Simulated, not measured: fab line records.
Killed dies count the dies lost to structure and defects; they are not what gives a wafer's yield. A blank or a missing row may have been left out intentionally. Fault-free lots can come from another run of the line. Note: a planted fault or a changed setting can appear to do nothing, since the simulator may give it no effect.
Struck lot and sound lot, side by side -- flow nand_harc -- 15 out of 1159 route steps
Sound: wafers L834.1, L834.3, L834.4. Struck: wafer L822.6. (L822.1, L822.3 of the same lot were not struck and are left out.) The cause comes at the end.
For every step that has rows: the tool of each side, followed by ch and its chambers, followed by its first start. Under that, the readings that differ: sound wafers -- struck wafers -- difference of the means -- sigmas: that difference in standard deviations of wafers without a fault.
alike: readings whose means differ by less than 2 such deviations, and words and numbers that are the same on both sides. not compared: withheld readings, readings that some wafer has no value for, bounds like >300 that may hide the same value, and numbers for which the record gives no deviation and whose values overlap.
A row with sigmas, a row that says differs or no value, or rows on one side alone: a step with any of these is where the two part. When numbers do not overlap yet have no deviation, they are printed without sigmas and do not part them. Lack of a reading on every wafer of one side parts them only where that side has two or more wafers.

NHARC_A_SGD_CUT_THK_MEAS_22: measures by ellipsometry.
  sound: film_metro-01 at day 19 04:31; struck: film_metro-01 at day 16 10:40
  alike: thk_nm
then, 2 steps without rows for these wafers: NHARC_A_SGD_CUT_SRD_23; NHARC_A_SGD_CUT_ETCH_26 (etches SiO2 in dHF, target depth 45.8 nm).
NHARC_A_SGD_CUT_ETCHBACK_24: etches the open film in CH3F/O2, target depth 50 nm, time 92.857 s.
  sound on rie_diel-12 ch 0,1,3, day 19 04:44; struck on rie_diel-06 ch 1, day 16 10:53
  alike: chamber_pressure_mTorr, drypump_motor_current_A, oes_product_au, rf_vpp_V, showerhead_plenum_p_Torr, throttle_valve_pct
  not compared: rf_hours_counter_h
NHARC_A_SGD_CUT_STRIP_28: strips in O2, time 20 s.
  sound: rie_diel-12 ch 0,2,3; struck: rie_diel-06 ch 2
reading,sound,struck,difference,sigmas
drypump_motor_current_A (A),6.4 5.9 6.5,5.1,-1.2,-2
  alike: chamber_pressure_mTorr, oes_product_au, rf_vpp_V, showerhead_plenum_p_Torr, throttle_valve_pct
  not compared: rf_hours_counter_h
NHARC_A_SGD_CUT_INSPECT_25:
  sound: defect_inspect-02 at day 19 04:58; struck: defect_inspect-02 at day 16 11:07
  alike: raw_defect_count
NHARC_A_SLIT_DEP_25: deposits SiO2, target thk 200 nm.
  sound on pecvd-03 ch 0,1,2, day 19 05:20; struck on pecvd-01 ch 0, day 16 11:11
reading,sound,struck,difference,sigmas
heater_power_w (W),491 396 643,805,+295,+2
  alike: throttle_valve_pct
NHARC_A_SLIT_DEP_00: deposits aC, target thk 3200 nm.
  sound on acl_dep-02 ch 0, day 19 05:40; struck on acl_dep-02 ch 0, day 16 12:20
  alike: throttle_valve_pct
NHARC_A_SLIT_DEP_23: deposits SiON, target thk 100 nm.
  sound on pecvd-01 ch 0,2, day 19 07:41; struck on pecvd-01 ch 1, day 16 14:19
  alike: heater_power_w
then, 3 steps without rows for these wafers: NHARC_A_SLIT_DEHYDRATE_01 (time 120 s); NHARC_A_SLIT_HMDS_02 (time 30 s); NHARC_A_SLIT_COAT_03 (resist thk 90 nm).
NHARC_A_SLIT_SOFTBAKE_04: time 55 s.
  sound on litho_track-04 ch 0, day 19 07:00; struck on litho_track-06 ch 0, day 16 14:00
reading,sound,struck,difference,sigmas
chill_plate_temp_C (C),22.85 22.85 22.95,23.18,+0.30,+3
heater_power_total_W (W),188.48 188.34 188.48,205.09,+16.66,+99 or more
after that, 1 step had no rows for these wafers: NHARC_A_SLIT_EBR_05.
-- record jumps: 5 days between struck wafers' starts before vs after; left off in module A_SLIT, resumes in module END, first step shown is number 1159 of the route --
NHARC_END_SORT_01:
  the record has rows for the struck wafers here (prober-02 ch 0, day 21 12:51) and none for the sound ones

## WHERE THEY PART
First at NHARC_A_SGD_CUT_STRIP_28; last, within this record, at NHARC_END_SORT_01.

WHY: whatever the simulator had introduced
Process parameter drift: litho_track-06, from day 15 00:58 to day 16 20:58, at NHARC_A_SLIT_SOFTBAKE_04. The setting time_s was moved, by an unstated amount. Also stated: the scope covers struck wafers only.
